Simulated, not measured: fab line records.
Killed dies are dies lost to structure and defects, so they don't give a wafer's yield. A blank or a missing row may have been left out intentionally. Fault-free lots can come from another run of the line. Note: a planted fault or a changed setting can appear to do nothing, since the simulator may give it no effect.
Matching of chambers :: flow n5-finfet :: ald-sin-02 running N5_STI_FIN_REVEAL_ALD_00: 4 sister chambers
The step deposits SiO2, target thk 1 nm, pulse time 1 s. 4 wafers are shown with their chamber, then 10 later ones without.

== WAFERS PAIRED WITH THEIR CHAMBERS ==
wafer: L087.5
chamber: 2
heater-power-outer-w (W): 224

wafer: L087.6
chamber: 1
heater-power-outer-w (W): 220

wafer: L092.1
chamber: 0
heater-power-outer-w (W): 300

wafer: L092.2
chamber: 3
heater-power-outer-w (W): 220

== WAFERS WITH NO CHAMBER GIVEN ==
wafer: L092.4
heater-power-outer-w (W): 228

wafer: L093.1
heater-power-outer-w (W): 221

wafer: L093.3
heater-power-outer-w (W): 228

wafer: L093.4
heater-power-outer-w (W): 231

wafer: L095.2
heater-power-outer-w (W): 306

wafer: L095.3
heater-power-outer-w (W): 229

wafer: L095.5
heater-power-outer-w (W): 233

wafer: L097.3
heater-power-outer-w (W): 304

wafer: L097.4
heater-power-outer-w (W): 224

wafer: L097.6
heater-power-outer-w (W): 305

== EACH ONE'S CHAMBER ==
wafer: L092.4
from the rows above: can't be placed: 2 or 1 or 3
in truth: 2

wafer: L093.1
from the rows above: can't be placed: 1 or 3 or 2
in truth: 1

wafer: L093.3
from the rows above: can't be placed: 2 or 1 or 3
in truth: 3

wafer: L093.4
from the rows above: can't be placed: 2 or 1 or 3
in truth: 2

wafer: L095.2
from the rows above: 0
in truth: 0

wafer: L095.3
from the rows above: can't be placed: 2 or 1 or 3
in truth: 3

wafer: L095.5
from the rows above: can't be placed: 2 or 1 or 3
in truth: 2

wafer: L097.3
from the rows above: 0
in truth: 0

wafer: L097.4
from the rows above: can't be placed: 2 or 1 or 3
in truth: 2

wafer: L097.6
from the rows above: 0
in truth: 0
Correctly placed: 3 of 10. From these rows, 7 cannot be placed; in 7 the true chamber is one of the candidates. Placed wrongly: 0.
How it was worked out, from the rows above alone: a wafer's distance from a chamber is the root of the sum, over the readings, of the square of ((its reading less the chamber's mean) divided by the reading's scatter). The wafer belongs to the nearest chamber; if the next one is less than 2 further off, it can't be placed. The mean given for a chamber averages the wafers shown for that chamber. The scatter: root of mean squared gap, hidden wafer to nearest shown wafer, with one shown wafer a chamber.
